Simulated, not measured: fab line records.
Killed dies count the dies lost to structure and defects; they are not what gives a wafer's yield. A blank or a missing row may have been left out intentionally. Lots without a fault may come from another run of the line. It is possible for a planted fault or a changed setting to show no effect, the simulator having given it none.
The tool behind it: which one? ; flow nand-harc ; 36 wafers from 12 lots sampled at 6 of the route's 1302 steps

WHAT THE GAUGES READ, wafer by wafer
NHARC_A_M1_INSPECT_11. Usual: raw-defect-count 84, standard deviation 37.
lot;measured;on;raw-defect-count;flag
L125;day 23 09:11;defect-inspect-01;19 25 29;
L129;day 23 22:52;defect-inspect-02;96 107 96;
L127;day 24 01:20;defect-inspect-02;22 17 29;
L128;day 24 09:41;defect-inspect-02;60 57 72;
L133;day 26 15:53;defect-inspect-01;141 174 169;
L134;day 26 22:19;defect-inspect-01;85 86 70;
L135;day 27 21:33;defect-inspect-01;77 88 77;
L136;day 28 07:10;defect-inspect-01;22 17 19;
L137;day 28 08:01;defect-inspect-02;62 72 65;
L139;day 28 22:47;defect-inspect-01;95 86 99;
L142;day 30 23:31;defect-inspect-02;69 57 67;
L144;day 31 08:34;defect-inspect-01;1187 116 111;OFF

NHARC_END_SORT_01. Usual: defect-limited-yield 90.9 % (standard deviation 2.8); killed-at-array 57 (standard deviation 20); killed-at-other 1.3 (standard deviation 1.4); killed-at-periphery 3.4 (standard deviation 2.4); killed-dies 61 (standard deviation 19); killed-open 2.9 (standard deviation 1.8); killed-short 2.5 (standard deviation 1.6).
lot;measured;on;defect-limited-yield (%);killed-at-array;killed-at-other;killed-at-periphery;killed-dies;killed-open;killed-short;flag
L136;day 29 18:43;prober-02;94.8 95.7 94.7;27 18 26;2 3 4;6 8 6;35 29 36;9 4 4;3 2 5;
L137;day 29 18:42;prober-01;91.3 91.7 91.4;55 50 52;2 3 3;2 3 3;59 56 58;3 2 1;2 2 1;
L142;day 32 17:53;prober-01;91.3 93.8 92.9;46 35 40;5 2 2;8 5 6;59 42 48;5 5 4;1 3 0;
L144;day 33 04:55;prober-01;86.9 91.4 90.3;87 57 62;0 0 2;2 1 2;89 58 66;1 3 0;2 0 4;

EACH LOT AND THE TOOL THAT RAN IT (in order: tool; ch and the chambers of the sampled wafers; start)
lot;NHARC_A_M0_DEP_32;NHARC_A_M1_DESCUM_14;NHARC_A_M1_DEGAS_29;NHARC_A_M1_PRE_CLEAN_30
L125;pecvd-01 ch 0,1,2, day 23 07:58;rie-diel-02 ch 0,3, day 23 09:15;pvd-sputter-01, day 23 10:16;pvd-sputter-01, no start
L129;pecvd-02 ch 0,1, day 23 21:30;rie-diel-04 ch 1,2,3, day 23 22:57;pvd-sputter-01, day 23 23:58;pvd-sputter-01, no start
L127;pecvd-02 ch 0,1,2, day 23 23:52;rie-diel-12 ch 0,1,2, day 24 01:25;pvd-sputter-01, day 24 02:26;pvd-sputter-01, no start
L128;pecvd-01 ch 0,1,2, day 24 08:21;rie-diel-02 ch 0,1,3, day 24 09:46;pvd-sputter-03, day 24 10:47;pvd-sputter-03, no start
L133;pecvd-01 ch 1,2, day 26 14:35;rie-diel-12 ch 1,2, day 26 15:57;pvd-sputter-03, day 26 16:58;pvd-sputter-03, no start
L134;pecvd-02 ch 0,1, day 26 20:58;rie-diel-02 ch 1,2,3, day 26 22:23;pvd-sputter-01, day 26 23:24;pvd-sputter-01, no start
L135;pecvd-02 ch 0,1,2, day 27 20:13;rie-diel-12 ch 1,2, day 27 21:37;pvd-sputter-03, day 27 22:39;pvd-sputter-03, no start
L136;pecvd-03 ch 1,2, day 28 05:51;rie-diel-02 ch 0,1,3, day 28 07:14;pvd-sputter-01, day 28 08:15;pvd-sputter-01, day 29 18:43 or earlier
L137;pecvd-03 ch 0,1, day 28 06:38;rie-diel-12 ch 0,2, day 28 08:05;pvd-sputter-02, day 28 09:06;pvd-sputter-02, day 29 18:42 or earlier
L139;pecvd-03 ch 1,2, day 28 21:21;rie-diel-12 ch 0,3, day 28 22:51;pvd-sputter-03, day 28 23:52;pvd-sputter-03, no start
L142;pecvd-02 ch 0,1,2, day 30 22:08;rie-diel-02 ch 1,2,3, day 30 23:34;pvd-sputter-02, day 31 00:36;pvd-sputter-02, day 32 17:53 or earlier
L144;pecvd-02 ch 0,1,2, day 31 07:17;rie-diel-02 ch 0,3, day 31 08:37;pvd-sputter-01, day 31 09:41;pvd-sputter-01, day 33 04:55 or earlier
- NHARC_A_M0_DEP_32: deposits SiCN, target thk 30 nm.
- NHARC_A_M1_DESCUM_14: chemistry O2, time 3 s.
- NHARC_A_M1_DEGAS_29: time 60 s.
- NHARC_A_M1_PRE_CLEAN_30: time 30 s.

WHAT THE TOOLS THEMSELVES READ (means of the sampled wafers that have a number; where no wafer has one, the mark that the record gives instead)
NHARC_A_M0_DEP_32. Usual: heater-power-w 590 W, standard deviation 100.
lot;tool;heater-power-w (W);flag
L125;pecvd-01;640;
L129;pecvd-02;489;
L127;pecvd-02;591;
L128;pecvd-01;637;
L133;pecvd-01;700;
L134;pecvd-02;480;
L135;pecvd-02;559;
L136;pecvd-03;510;
L137;pecvd-03;512;
L139;pecvd-03;574;
L142;pecvd-02;595;
L144;pecvd-02;550;

NHARC_A_M1_DESCUM_14. Usual: drypump-motor-current-A 5.5 A, standard deviation 0.44; mfc-ar-sccm 0.008 sccm, standard deviation 0.011; oes-product-au 1.002 a.u., standard deviation 0.0098; rf-vpp-V 57.7 V, standard deviation 0.81; showerhead-plenum-p-Torr 1.91 Torr, standard deviation 0.063; throttle-valve-pct 11.312 %, standard deviation 0.009.
lot;tool;drypump-motor-current-A (A);mfc-ar-sccm (sccm);oes-product-au (a.u.);rf-vpp-V (V);showerhead-plenum-p-Torr (Torr);throttle-valve-pct (%);flag
L125;rie-diel-02;5.2;0.015;1.010;57.9;1.93;11.319;
L129;rie-diel-04;5.1;0.011;1.000;57.3;1.90;11.314;
L127;rie-diel-12;5.3;0.016;1.007;57.2;1.91;11.315;
L128;rie-diel-02;5.5;0.007;0.993;57.6;1.96;11.311;
L133;rie-diel-12;5.2;0.027;1.003;56.9;1.87;11.310;
L134;rie-diel-02;5.8;0.007;1.008;57.8;1.93;11.314;
L135;rie-diel-12;5.1;0.022;1.005;58.3;1.93;11.308;
L136;rie-diel-02;5.5;0.007;1.004;58.5;1.95;11.316;
L137;rie-diel-12;5.3;0.006;1.012;58.6;1.95;11.316;
L139;rie-diel-12;5.5;0.000;1.014;57.9;1.94;11.319;
L142;rie-diel-02;5.8;0.007;0.994;58.7;1.93;11.318;
L144;rie-diel-02;5.2;0.015;1.008;57.9;1.93;11.307;

NHARC_A_M1_DEGAS_29. Usual: heater-power-w 322 W, standard deviation 36.
lot;tool;heater-power-w (W);flag
L125;pvd-sputter-01;328;
L129;pvd-sputter-01;295;
L127;pvd-sputter-01;321;
L128;pvd-sputter-03;340;
L133;pvd-sputter-03;319;
L134;pvd-sputter-01;323;
L135;pvd-sputter-03;318;
L136;pvd-sputter-01;341;
L137;pvd-sputter-02;362;
L139;pvd-sputter-03;325;
L142;pvd-sputter-02;314;
L144;pvd-sputter-01;314;

NHARC_A_M1_PRE_CLEAN_30. Usual: heater-power-w 393 W, standard deviation 44.
lot;tool;heater-power-w (W);flag
L125;pvd-sputter-01;418;
L129;pvd-sputter-01;409;
L127;pvd-sputter-01;370;
L128;pvd-sputter-03;415;
L133;pvd-sputter-03;431;
L134;pvd-sputter-01;396;
L135;pvd-sputter-03;389;
L136;pvd-sputter-01;396;
L137;pvd-sputter-02;352;
L139;pvd-sputter-03;417;
L142;pvd-sputter-02;394;
L144;pvd-sputter-01;382;

THE ANSWER, worked out from the rows above alone
Rule: take the mean of a lot's wafers that have a number; if it is more than 3 standard deviations from the usual mean, the lot is off. Also off: a lot with no number at a reading for which 4 or more lots have one. Any other lot the step has rows for is counted as sound. The gauges are gone through in route order, then the tools' own readings, and for those a lot's mean is taken as printed above. At the first step where some lot is off, the reading lying furthest off is the one used; lots without a number count as furthest.
Off: L144, at NHARC_A_M1_INSPECT_11 (raw-defect-count).
If a tool, at a process step before that reading, ran all the lots that are off and no sound lot after the first of them, it fits. Those tools and the gauges at NHARC_A_M1_INSPECT_11 are tried in the same way. 2 tools fit, pecvd-02 at NHARC_A_M0_DEP_32 and defect-inspect-01 at NHARC_A_M1_INSPECT_11, so this cannot tell which one it is.

WHAT THE SIMULATOR PUT IN
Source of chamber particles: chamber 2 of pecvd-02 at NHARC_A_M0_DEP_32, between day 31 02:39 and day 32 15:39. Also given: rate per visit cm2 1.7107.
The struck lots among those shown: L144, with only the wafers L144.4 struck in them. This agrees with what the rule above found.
